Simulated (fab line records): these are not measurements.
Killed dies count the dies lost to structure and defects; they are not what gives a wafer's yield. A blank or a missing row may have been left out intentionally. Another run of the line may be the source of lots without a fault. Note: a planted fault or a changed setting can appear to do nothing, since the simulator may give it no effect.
Split-lot trial | flow n5-finfet | 21 wafers read from 7 lots, route of 1938 steps

ABOUT THE SPLIT
At N5_PASSIVATION_PECVD_35 (deposits SiNx from SiH4/NH3/N2, target thk 700 nm, time 151.3 s), the setting time-s was moved away from the recipe's 151.3 s on 7 of the 21 wafers read, by -10.4% to +12.6%. For the rest of the wafers, this setting stayed at what the recipe calls for.

The reading is taken at the split's own step.

THE READING
SiNx_of_PASSIVATION_PECVD_35.thk-nm (the simulator's own value, which no gauge read), in nm, at N5_PASSIVATION_PECVD_35 (deposits SiNx from SiH4/NH3/N2, target thk 700 nm, time 151.3 s). The file gives no usual value for it. Here, 14 wafers ran the recipe; their average is 697.2 nm with a standard deviation of 10 nm.

wafer  | tool, chamber at the split | time-s as run, s | against the recipe | SiNx_of_PASSIVATION_PECVD_35.thk-nm, nm | against lot-mates on the recipe
L075.1 | pecvd-02, 2                | 170.4            | +12.6%             | 781.8                                   | +88.2
L075.2 | pecvd-02, 0                | 151.3            | recipe             | 693.6                                   | -
L075.4 | pecvd-02, 0                | 170.4            | +12.6%             | 790.8                                   | +97.2
L086.2 | pecvd-02, 1                | 151.3            | recipe             | 685.8                                   | -
L086.3 | pecvd-02, 0                | 151.3            | recipe             | 678                                     | -
L086.4 | pecvd-02, 1                | 151.3            | recipe             | 703.8                                   | -
L087.2 | pecvd-01, 2                | 144.6            | -4.4%              | 676.6                                   | -44.6
L087.4 | pecvd-01, 2                | 151.3            | recipe             | 721.2                                   | -
L087.5 | pecvd-01, 1                | 144.6            | -4.4%              | 689.8                                   | -31.4
L092.2 | pecvd-01, 2                | 151.3            | recipe             | 691                                     | -
L092.3 | pecvd-01, 2                | 151.3            | recipe             | 701.4                                   | -
L092.5 | pecvd-01, 2                | 151.3            | recipe             | 704.4                                   | -
L090.1 | pecvd-02, 2                | 151.3            | recipe             | 689.6                                   | -
L090.3 | pecvd-02, 0                | 151.3            | recipe             | 695.6                                   | -
L090.4 | pecvd-02, 0                | 151.3            | recipe             | 694.6                                   | -
L091.1 | pecvd-04, 1,0              | 135.6            | -10.4%             | 636.2                                   | -68.0
L091.5 | pecvd-04, 1,0              | 135.6            | -10.4%             | 636.2                                   | -68.0
L091.3 | pecvd-04, 2                | 151.3            | recipe             | 704.2                                   | -
L093.1 | pecvd-02, 2                | 151.3            | recipe             | 692.2                                   | -
L093.4 | pecvd-02, 1                | 151.3            | recipe             | 705                                     | -
L093.5 | pecvd-02, 2                | 163.1            | +7.8%              | 758                                     | +59.4
When a row names more than one chamber, that row covers several wafers, and the file does not tell which wafer ran in which chamber.

THE FIT
A straight line over all 21 wafers: SiNx_of_PASSIVATION_PECVD_35.thk-nm changes by +6.47 nm for each +1% of time-s; r = +0.96; the points scatter about the line by 10 nm.
The same after taking each lot's own level away (the mean of its wafers on the recipe; 21 wafers): +7.18 nm for each +1%; r = +0.99; scatter 6.7 nm.
Per that fit: largest time-s move, reading shift of 91 nm.
The span of the lots' own levels, 689.20 to 721.20 nm, comes to 3.2 times the standard deviation stated above.
Consequently the slope shifts little with the lot-to-lot level, the two slopes agreeing.
Check: for one of the wafers moved furthest among these (+12.6%), held out of the fit, the line's prediction against its lot-mates is +92.1 nm. It came out at +88.2 nm against them.

ADDITIONAL SPLITS CARRIED BY THESE WAFERS
Note: prior to the reading, these wafers also went through further splits. Each is held against what the fit with the lots' levels taken away leaves over:
other split on the same wafers    | wafers away from the commonest value | r with SiNx_of_PASSIVATION_PECVD_35.thk-nm (lot level and that fit taken away)
N5_BEOL_M14_EXPOSE_07 dose-mj     | 1                                    | +0.00
N5_BEOL_M15_COAT_04 spin-rpm      | 5                                    | -0.14
N5_PASSIVATION_VIA_ETCH_13 bias-w | 7                                    | +0.06

FILE'S OWN FIT
SiNx_of_PASSIVATION_PECVD_35.thk-nm changes by +7.22 nm for each +1% of time-s, r = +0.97.
